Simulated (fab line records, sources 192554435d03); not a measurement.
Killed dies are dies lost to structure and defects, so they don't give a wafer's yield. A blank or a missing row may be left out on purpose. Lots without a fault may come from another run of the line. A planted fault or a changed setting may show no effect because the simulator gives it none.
fab line records | flow n5_finfet
record lots=11 wafers=31 last_day=19
route steps=1938 shown BEOL_M1@822 BEOL_M2@845 BEOL_M4@1111 PASSIVATION@1936
lots that met no fault: from a run of the same line without faults
start_h: hours from the record's first day to the start of the lot's first wafer shown | wait_h: hours since the lot's step before | " the same as in the row above | L1.1+2: a row that stands for several wafers | - no value, or no start given | * or withheld: withheld | < > ~ a bound
route shown NAME@n: a module of which the file shows steps, and the number in the route of the first | usual: mean/standard deviation of fault-free wafers | same: alike in all rows | chamber/n: place in a boat | sites: the reading at each site | _std_site: their standard deviation | _edge_site: outer sites' mean less inner sites' | radius_mm: how far each site lies from the wafer's centre | mask NAME#n: copy n | behind: the tool/chamber that last shaped the wafer | hold: why the lot was held/for how many hours/how that ended | device: the transistor (n, p or np) that didn't switch | end of line: the same wafers' tests at the end of the route | a step without rows: its recipe alone | killed: dies lost to structure and defects at the first sort, not the wafer's yield | map: a wafer's dies, x killed, . not, _ none there
set.NAME: the setting as run; set.NAME@STEP: as run at that earlier step | model.NAME: the simulator's own value behind a step, which no gauge read
steps of the route over a sample of lots; a table a step, a row a wafer
services: from which hour (start_h, from the record's first day; less than 0 if before it) a tool's chamber was out of use, for how many hours, and why
## steps
# step N5_BEOL_M1_SPUTTER_88
# recipe material=Cu target_thk_a=45 temp_c=-20 chamber_pressure_pa=0.07 power_w=withheld time_s=8.29
# usual throttle_valve_pct=30.2/0.95
# columns lot.wafer tool chamber start_h wait_h throttle_valve_pct
L377.2 pvd_sputter-01 - 153.92 0.1 30.8
L377.4 " - " " 30.0
L377.5 " - " " 28.3
L378.2 pvd_sputter-02 - 173.89 0.1 31.8
L378.4 " - " " 29.8
L378.6 " - " " 30.3
L382.3 pvd_sputter-03 - 178.05 0.1 31.7
L382.6 " - " " 29.7
L383.5 pvd_sputter-03 - 179.93 0.0 29.9
L383.6 " - " " 30.2
L388.2 pvd_sputter-03 - 203.89 0.1 32.0
L388.5 " - " " 31.1
L388.6 " - " " 29.8
L389.4 pvd_sputter-02 - 215.08 0.1 31.9
L389.5 " - " " 31.8
L389.6 " - " " 29.6
L392.3 pvd_sputter-03 - 229.94 0.1 31.3
L392.4 " - " " 31.6
L392.5 " - " " 31.2
L395.3 pvd_sputter-01 - 242.43 0.1 30.7
L395.4 " - " " 28.1
L395.6 " - " " 30.4
L394.1 pvd_sputter-01 - 245.23 0.1 30.4
L394.3 " - " " 28.3
L394.5 " - " " 30.1
L398.2 pvd_sputter-01 - 259.30 0.1 30.7
L398.3 " - " " 28.2
L398.6 " - " " 30.0
L399.3 pvd_sputter-02 - 267.88 0.1 30.2
L399.4 " - " " 29.7
L399.5 " - " " 30.5
# step N5_BEOL_M1_ANNEAL_93
# recipe temp_c=400 time_s=240 ambient=vacuum
# usual heater_power_w=847/84
# columns lot.wafer tool chamber start_h wait_h heater_power_w
L377.2 pvd_sputter-01 - 154.44 0.0 872
L377.4 " - " " 726
L377.5 " - " " 858
L378.2 pvd_sputter-02 - 174.41 0.0 882
L378.4 " - " " 867
L378.6 " - " " 983
L382.3 pvd_sputter-03 - 178.57 0.0 789
L382.6 " - " " 927
L383.5 pvd_sputter-03 - 180.48 0.1 937
L383.6 " - " " 916
L388.2 pvd_sputter-03 - 204.41 0.0 799
L388.5 " - " " 719
L388.6 " - " " 933
L389.4 pvd_sputter-02 - 215.60 0.0 906
L389.5 " - " " 901
L389.6 " - " " 868
L392.3 pvd_sputter-03 - 230.46 0.0 704
L392.4 " - " " 799
L392.5 " - " " 721
L395.3 pvd_sputter-01 - 242.95 0.0 875
L395.4 " - " " 827
L395.6 " - " " 698
L394.1 pvd_sputter-01 - 245.75 0.0 886
L394.3 " - " " 854
L394.5 " - " " 837
L398.2 pvd_sputter-01 - 259.82 0.0 875
L398.3 " - " " 849
L398.6 " - " " 717
L399.3 pvd_sputter-02 - 268.40 0.0 1004
L399.4 " - " " 782
L399.5 " - " " 1008
# step N5_BEOL_M1_CO_CAP_55
# recipe material=Co target_thk_a=20 temp_c=200 precursor=CCTBA/H2 pressure_torr=30 time_s=102.1
# usual heater_power_w=245/23
# columns lot.wafer tool chamber start_h wait_h heater_power_w
L377.2 cvd_co-01 1 155.66 0.0 278
L377.4 " 0 " " 235
L377.5 " 1 " " 277
L378.2 cvd_co-02 2 175.82 0.0 228
L378.4 " 2 " " 230
L378.6 " 0 " " 237
L382.3 cvd_co-01 0 179.79 0.0 230
L382.6 " 0 " " 224
L383.5 cvd_co-01 2 181.67 0.0 262
L383.6 " 0 " " 230
L388.2 cvd_co-02 1 205.63 0.0 216
L388.5 " 1 " " 211
L388.6 " 0 " " 234
L389.4 cvd_co-01 1 217.13 0.0 271
L389.5 " 2 " " 267
L389.6 " 0 " " 233
L392.3 cvd_co-01 0 231.68 0.0 239
L392.4 " 1 " " 271
L392.5 " 2 " " 276
L395.3 cvd_co-01 1 244.17 0.0 272
L395.4 " 2 " " 272
L395.6 " 1 " " 279
L394.1 cvd_co-01 0 247.04 0.0 237
L394.3 " 1 " " 282
L394.5 " 0 " " 242
L398.2 cvd_co-02 2 261.05 0.0 232
L398.3 " 0 " " 227
L398.6 " 0 " " 238
L399.3 cvd_co-01 0 269.82 0.0 238
L399.4 " 2 " " 270
L399.5 " 0 " " 239
# step N5_BEOL_M2_COAT_61
# recipe resist=SOC temp_c=250 time_s=60 spin_rpm=1500 resist_thk_nm=60
# usual heater_power_total_W=500.5/1.8 run_length_s=66.36/0.24
# columns lot.wafer tool chamber start_h wait_h heater_power_total_W run_length_s
L377.2 litho_track-05 0 156.51 0.1 503.2 66.06
L377.4 " 0 " " 500.4 66.31
L377.5 " 0 " " 499.7 66.18
L378.2 litho_track-05 0 176.36 0.1 500.6 66.29
L378.4 " 0 " " 501.4 66.44
L378.6 " 0 " " 613.4 48.65
L382.3 litho_track-05 0 180.93 0.1 500.8 66.17
L382.6 " 0 " " 616.7 48.54
L383.5 litho_track-05 0 182.17 0.0 617.7 48.75
L383.6 " 0 " " 613.7 48.72
L388.2 litho_track-01 0 206.73 0.1 500.8 66.47
L388.5 " 0 " " 502.5 66.07
L388.6 " 0 " " 497.4 66.06
L389.4 litho_track-01 0 218.70 0.1 497.4 66.09
L389.5 " 0 " " 500.4 66.14
L389.6 " 0 " " 499.2 66.20
L392.3 litho_track-02 0 232.75 0.1 499.5 66.70
L392.4 " 0 " " 502.5 66.82
L392.5 " 0 " " 501.6 66.64
L395.3 litho_track-02 0 246.86 0.1 502.5 66.58
L395.4 " 0 " " 501.6 66.66
L395.6 " 0 " " 501.2 66.56
L394.1 litho_track-02 0 248.64 0.1 499.2 66.62
L394.3 " 0 " " 503.0 66.66
L394.5 " 0 " " 500.1 66.74
L398.2 litho_track-02 0 261.67 0.1 500.9 66.72
L398.3 " 0 " " 502.9 66.58
L398.6 " 0 " " 500.4 66.73
L399.3 litho_track-05 0 270.54 0.1 498.2 66.14
L399.4 " 0 " " 497.7 66.30
L399.5 " 0 " " 503.2 66.16
# step N5_BEOL_M4_RC_MEAS_101
# usual DIBL_N=36.6/1.9 DIBL_P=36.7/2.2 IOFF_N=0.16/0.035 IOFF_P=0.22/0.038 ION_N=672/14 ION_P=462/8.3 SS_N=71.6/0.65 SS_P=73.5/0.72 VT_N=250/3.5 VT_P=-250/3.1
# columns lot.wafer tool chamber start_h wait_h DIBL_N[mV/V] DIBL_P[mV/V] IOFF_N[nA/um] IOFF_P[nA/um] ION_N[uA/um] ION_P[uA/um] SS_N[mV/dec] SS_P[mV/dec] VT_N[mV] VT_P[mV]
L377.2 prober-02 0 202.64 0.2 37.8 36.2 0.15 0.21 666 459 71.6 72.7 250 -249
L377.4 " 0 " " 42.0 40.1 0.27 0.27 682 458 73.9 74.7 245 -249
L377.5 " 0 " " 34.8 33.9 0.13 0.18 680 468 71.1 72.6 252 -251
L378.2 prober-02 0 218.38 0.2 37.3 37.3 0.16 0.25 690 480 71.2 73.6 248 -247
L378.4 " 0 " " 33.2 32.7 0.11 0.18 685 474 70.0 72.5 253 -250
L378.6 " 0 " " 34.2 34.5 0.13 0.20 676 477 70.5 72.5 251 -249
L382.3 prober-02 0 226.76 0.3 37.2 37.1 0.17 0.22 664 455 72.0 74.0 251 -249
L382.6 " 0 " " 36.9 37.2 0.16 0.23 670 462 72.5 74.4 252 -249
L383.5 prober-01 0 237.47 0.6 37.0 38.1 0.17 0.21 661 455 71.1 74.0 250 -252
L383.6 " 0 " " 38.1 38.4 0.18 0.22 685 465 72.2 74.1 250 -254
L388.2 prober-01 0 257.68 0.2 39.4 38.3 0.19 0.29 660 458 72.1 74.2 249 -245
L388.5 " 0 " " 37.4 34.6 0.15 0.22 660 462 71.8 73.2 252 -248
L388.6 " 0 " " 37.5 36.3 0.16 0.26 674 468 72.5 73.5 251 -248
L389.4 prober-01 0 272.38 0.5 35.5 35.2 0.13 0.18 650 451 71.8 73.1 252 -251
L389.5 " 0 " " 33.3 32.9 0.11 0.16 656 459 70.9 72.7 254 -254
L389.6 " 0 " " 35.3 34.6 0.14 0.18 665 452 71.5 73.1 253 -251
L392.3 prober-01 0 291.31 0.3 38.8 40.6 0.21 0.29 670 462 72.3 74.8 247 -244
L392.4 " 0 " " 35.6 36.4 0.15 0.21 656 456 71.5 72.8 253 -249
L392.5 " 0 " " 38.5 40.4 0.21 0.30 670 467 72.9 74.9 245 -247
L395.3 prober-02 0 297.27 0.3 40.8 42.0 0.26 0.32 692 467 72.9 74.4 245 -245
L395.4 " 0 " " 35.1 35.6 0.14 0.21 663 457 71.1 73.1 251 -249
L395.6 " 0 " " 36.6 36.8 0.16 0.21 676 462 71.7 73.4 250 -251
L394.1 prober-02 0 301.59 0.0 38.5 37.6 0.19 0.21 674 453 72.4 74.1 246 -251
L394.3 " 0 " " 39.1 38.6 0.21 0.23 693 471 72.5 74.6 247 -252
L394.5 " 0 " " 37.1 36.5 0.17 0.20 686 466 71.5 73.9 246 -253
L398.2 prober-02 0 319.81 0.2 38.0 37.2 0.19 0.26 699 472 71.8 73.5 249 -244
L398.3 " 0 " " 39.0 39.1 0.23 0.31 682 467 71.8 74.1 245 -244
L398.6 " 0 " " 37.8 36.6 0.18 0.25 674 463 72.4 73.6 248 -245
L399.3 prober-01 0 328.16 0.3 37.0 38.4 0.17 0.22 674 467 71.4 73.3 251 -250
L399.4 " 0 " " 36.8 38.0 0.17 0.24 676 459 72.2 74.1 248 -248
L399.5 " 0 " " 38.7 39.6 0.20 0.26 694 470 72.2 73.6 249 -248
# step N5_PASSIVATION_PROBE_49
# usual defect_limited_yield=91.6/1.4 killed_at_M0_to_M3=35/10 killed_at_M4_up=13/4.8 killed_at_contacts=12/7.2 killed_at_front_end=36/12 killed_at_other=4/3.1 killed_dies=100/17 killed_open=66/13 killed_short=32/7.3 sort_bin_4_leakage=0.00/0.0099 sort_bin_5_function=5.0/0.94 sort_bin_6_memory=3.1/0.67 sort_n_pass=1080/17 sort_yield_pct=91.6/1.4
# same gross_dies=1180 killed_at_back_side=0 sort_bin_8_speed[%]=0
# columns lot.wafer tool chamber start_h wait_h defect_limited_yield[%] killed_at_M0_to_M3 killed_at_M4_up killed_at_contacts killed_at_front_end killed_at_other killed_dies killed_open killed_short sort_bin_4_leakage[%] sort_bin_5_function[%] sort_bin_6_memory[%] sort_n_pass sort_yield_pct[%]
L382.3 prober-02 - 342.31 0.1 89.7 45 9 6 55 6 121 82 34 0 5.9 3.8 1059 89.7
L382.6 prober-02 - 342.46 0.3 91.9 40 9 5 39 2 95 62 33 0 4.9 3.1 1085 91.9
L378.2 prober-01 - 347.66 0.1 92.7 40 7 12 25 2 86 55 30 0 4.6 2.4 1094 92.7
L378.4 prober-01 - 347.76 0.2 92.7 28 12 9 33 4 86 55 31 0 4.7 2.5 1094 92.7
L378.6 prober-01 - 347.86 0.3 90.3 46 14 4 49 2 115 79 35 0 5.8 3.8 1065 90.3
L383.5 prober-01 - 356.98 0.2 91.5 20 17 20 39 4 100 76 24 0 5.1 3.0 1080 91.5
L383.6 prober-01 - 357.03 0.3 91.8 33 19 8 31 6 97 68 29 0 5.7 2.5 1083 91.8
L389.4 prober-01 - 389.16 0.2 92.3 26 11 15 32 7 91 55 36 0 4.1 3.0 1089 92.3
L389.5 prober-01 - 389.21 0.2 91.3 47 18 7 24 7 103 68 33 0 5.4 3.0 1077 91.3
L389.6 prober-01 - 389.26 0.3 91.7 30 15 7 41 5 98 66 32 0 5.5 2.6 1082 91.7
L392.3 prober-01 - 412.19 0.1 93.0 18 10 12 39 4 83 58 25 0 4.7 2.3 1097 93.0
L392.4 prober-01 - 412.24 0.2 92.0 33 7 16 35 3 94 56 38 0 5.1 2.8 1086 92.0
L392.5 prober-01 - 412.29 0.2 94.0 38 8 5 20 0 71 41 30 0 3.3 2.5 1109 94.0
L398.2 prober-01 - 446.20 0.1 90.3 39 10 6 57 2 114 72 41 0 5.8 3.5 1066 90.3
L398.3 prober-01 - 446.25 0.1 91.8 36 9 3 36 13 97 67 30 0 5.3 2.8 1083 91.8
L398.6 prober-01 - 446.40 0.3 91.5 30 6 9 49 6 100 61 38 0 5.2 3.1 1080 91.5
# killed by level:class
L382.3 STI_FIN_REVEAL:geometric_particle:open=22 BEOL_M2:geometric_particle:open=11 BEOL_M0_SAQP:geometric_particle:short=10 BEOL_M1:geometric_particle:open=8 GATE_CUT:geometric_particle:short=7 MOL_CONTACT_COAG:geometric_particle:open=6 FIN_SAQP:geometric_particle:short=5 DUMMY_GATE:geometric_particle:open=5
L382.6 BEOL_M3:geometric_particle:open=10 GATE_CUT:geometric_particle:short=8 DUMMY_GATE:geometric_particle:open=7 BEOL_M0_SAQP:geometric_particle:short=7 BEOL_M0:geometric_particle:open=6 GATE_CUT:geometric_particle:open=5 BEOL_M2:geometric_particle:open=5 STI_FIN_REVEAL:geometric_particle:open=4
L378.2 BEOL_M3:geometric_particle:open=12 BEOL_M2:geometric_particle:open=9 BEOL_M0_SAQP:geometric_particle:short=8 MOL_CONTACT_COAG:geometric_particle:open=7 GATE_CUT:geometric_particle:short=6 FIN_SAQP:geometric_particle:open=5 MOL_CONTACT_COAG:geometric_particle:short=5 BEOL_M0:geometric_particle:open=4
L378.4 STI_FIN_REVEAL:geometric_particle:open=13 BEOL_M2:geometric_particle:open=9 MOL_CONTACT_COAG:geometric_particle:open=7 BEOL_M0_SAQP:geometric_particle:open=6 FIN_SAQP:geometric_particle:short=3 BEOL_M0_SAQP:geometric_particle:short=3 BEOL_M4:geometric_particle:open=3 BEOL_M1:geometric_particle:short=3
L378.6 BEOL_M0_SAQP:geometric_particle:open=15 GATE_CUT:geometric_particle:short=11 BEOL_M5:geometric_particle:open=10 BEOL_M3:geometric_particle:open=9 BEOL_M0_SAQP:geometric_particle:short=8 STI_FIN_REVEAL:geometric_particle:open=7 BEOL_M2:geometric_particle:open=7 FIN_SAQP:geometric_particle:open=5
L383.5 MOL_CONTACT_COAG:geometric_particle:open=16 STI_FIN_REVEAL:geometric_particle:open=13 BEOL_M4:geometric_particle:open=11 FIN_SAQP:geometric_particle:open=7 FIN_SAQP:geometric_particle:short=6 BEOL_M0_SAQP:geometric_particle:open=6 BEOL_M0_SAQP:geometric_particle:short=5 MOL_CONTACT_COAG:geometric_particle:short=4
L383.6 STI_FIN_REVEAL:geometric_particle:open=10 BEOL_M0_SAQP:geometric_particle:short=10 BEOL_M4:geometric_particle:open=10 BEOL_M0_SAQP:geometric_particle:open=9 MOL_CONTACT_COAG:geometric_particle:open=7 FIN_SAQP:geometric_particle:open=5 BEOL_M3:geometric_particle:open=5 ILD0:geometric_particle:short=4
L389.4 MOL_CONTACT_COAG:geometric_particle:open=12 BEOL_M0_SAQP:geometric_particle:short=9 FIN_SAQP:geometric_particle:short=7 GATE_CUT:geometric_particle:open=7 BEOL_M1:geometric_particle:open=6 FIN_SAQP:geometric_particle:open=4 BEOL_M0_SAQP:geometric_particle:open=4 STI_FIN_REVEAL:geometric_particle:open=3
L389.5 BEOL_M0_SAQP:geometric_particle:open=14 BEOL_M0_SAQP:geometric_particle:short=10 FIN_SAQP:geometric_particle:short=8 BEOL_M1:geometric_particle:open=8 MOL_CONTACT_COAG:geometric_particle:open=6 STI_FIN_REVEAL:geometric_particle:open=5 BEOL_M2:geometric_particle:open=5 BEOL_M7:geometric_particle:open=5
L389.6 FIN_SAQP:geometric_particle:open=10 BEOL_M0:geometric_particle:open=8 BEOL_M1:geometric_particle:open=7 MOL_CONTACT_COAG:geometric_particle:open=6 FIN_SAQP:geometric_particle:short=5 GATE_CUT:geometric_particle:open=5 STI_FIN_REVEAL:geometric_particle:open=4 DUMMY_GATE:geometric_particle:open=4
L392.3 STI_FIN_REVEAL:geometric_particle:open=13 MOL_CONTACT_COAG:geometric_particle:open=8 BEOL_M0_SAQP:geometric_particle:short=5 BEOL_M3:geometric_particle:open=5 GATE_CUT:geometric_particle:short=4 MOL_CONTACT_COAG:geometric_particle:short=4 BEOL_M0_SAQP:geometric_particle:open=4 STI_FIN_REVEAL:geometric_particle:short=3
L392.4 STI_FIN_REVEAL:geometric_particle:open=13 MOL_CONTACT_COAG:geometric_particle:open=12 FIN_SAQP:geometric_particle:short=10 BEOL_M0_SAQP:geometric_particle:short=7 BEOL_M0_SAQP:geometric_particle:open=7 BEOL_M1:geometric_particle:open=5 BEOL_M3:geometric_particle:open=5 GATE_CUT:geometric_particle:short=4
L392.5 BEOL_M0_SAQP:geometric_particle:open=18 BEOL_M0_SAQP:geometric_particle:short=11 FIN_SAQP:geometric_particle:short=5 BEOL_M4:geometric_particle:open=5 STARTING-WAFER:geometric_particle:short=4 BEOL_M2:geometric_particle:open=4 DUMMY_GATE:geometric_particle:open=3 MOL_CONTACT_COAG:geometric_particle:short=3
L398.2 STI_FIN_REVEAL:geometric_particle:open=18 FIN_SAQP:geometric_particle:short=15 BEOL_M2:geometric_particle:open=8 FIN_SAQP:geometric_particle:open=6 BEOL_M1:geometric_particle:open=6 BEOL_M3:geometric_particle:open=6 MOL_CONTACT_COAG:geometric_particle:open=4 BEOL_M0_SAQP:geometric_particle:open=4
L398.3 FIN_SAQP:geometric_particle:open=11 BEOL_M3:geometric_particle:open=10 FIN_SAQP:geometric_particle:short=9 BEOL_M2:geometric_particle:open=9 DUMMY_GATE:geometric_particle:open=5 BEOL_M0_SAQP:geometric_particle:short=5 BEOL_M1:geometric_particle:open=5 PAD_METAL:geometric_particle:open=5
L398.6 BEOL_M1:geometric_particle:open=14 FIN_SAQP:geometric_particle:open=11 STI_FIN_REVEAL:geometric_particle:open=11 FIN_SAQP:geometric_particle:short=10 MOL_CONTACT_COAG:geometric_particle:open=6 GATE_CUT:geometric_particle:short=4 BEOL_M0_SAQP:geometric_particle:short=4 BEOL_M0:geometric_particle:open=4
## services
# columns tool chamber start_h hours kind
cvd_co-02 1 130.55 - clean
cvd_co-02 1 130.55 22.0 scheduled_down
cvd_co-02 1 130.55 22.0 vent_cycle
pvd_sputter-02 - 134.88 5.2 repair
pvd_sputter-03 - 139.96 3.3 repair
cvd_co-02 0 145.23 8.1 repair
pvd_sputter-02 - 168.67 3.0 repair
cvd_co-01 - 172.67 4.3 pm
litho_track-02 - 204.27 - consumable_replace:filter
cvd_co-02 - 214.02 0.4 repair
litho_track-05 - 228.58 - consumable_replace:filter
cvd_co-01 2 254.90 3.5 repair
cvd_co-02 - 255.23 0.4 repair
## key
first_sign step=N5_BEOL_M2_COAT_61 reading=run_length_s direction=down sigmas=73 usual=* struck=*
effect step=N5_BEOL_M2_COAT_61 reading=heater_power_total_W direction=up sigmas=66 usual=* struck=*
met_at N5_BEOL_M2_COAT_61
struck_lots L378,L382,L383
struck_wafers L378.6,L382.6,L383.5,L383.6
not_acting_at N5_BEOL_M1_SPUTTER_88,N5_BEOL_M1_ANNEAL_93,N5_BEOL_M1_CO_CAP_55
onset_between 156.51 176.36
fault kind=process_parameter_drift tool=litho_track-05 chamber=- onset_h=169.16 steps=N5_BEOL_M2_COAT_61 channel=time_s offset=* shape=step end_h=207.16 scope=struck_wafers_only acts_in=* stated=*
